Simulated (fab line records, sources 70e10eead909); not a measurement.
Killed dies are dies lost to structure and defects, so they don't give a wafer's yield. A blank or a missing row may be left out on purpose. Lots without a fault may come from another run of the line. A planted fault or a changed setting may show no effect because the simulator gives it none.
Chamber matching | flow nand_harc | NHARC_P_GATE_DESCUM_93 on rie_diel-03: 4 sister chambers
The step chemistry O2, time 3 s. 4 wafers are shown with their chamber, then 8 later ones without.

WAFERS WITH THEIR CHAMBER
wafer  | chamber | drypump_motor_current_A (A)
L088.1 | 1       | 6.4
L090.1 | 0       | 5.3
L090.3 | 3       | 6.4
L092.2 | 2       | 6.7

WAFERS WITHOUT THEIR CHAMBER
wafer  | drypump_motor_current_A (A)
L092.3 | 5.3
L092.4 | 6.4
L091.3 | 6.4
L091.4 | 6.4
L091.6 | 6.7
L097.2 | 6.7
L097.4 | 5.3
L097.5 | 5.2

WHICH CHAMBER EACH WENT THROUGH
wafer  | from the rows above     | in truth
L092.3 | 0                       | 0
L092.4 | can't be placed: 1 or 3 | 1
L091.3 | can't be placed: 1 or 3 | 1
L091.4 | can't be placed: 1 or 3 | 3
L091.6 | 2                       | 2
L097.2 | 2                       | 2
L097.4 | 0                       | 0
L097.5 | 0                       | 0
Placed correctly: 5 of 8. Can't be placed from these rows: 3 (the true chamber is among the candidates in 3). Placed wrongly: 0.
How it was worked out, from the rows above alone: a wafer's distance from a chamber is the root of the sum, over the readings, of the square of ((its reading less the chamber's mean) divided by the reading's scatter). The wafer belongs to the nearest chamber; if the next one is less than 2 further off, it can't be placed. A chamber's mean is the mean of its shown wafers. The scatter: with one shown wafer a chamber, the root of the mean of the squares of how far each hidden wafer lies from its nearest shown one.
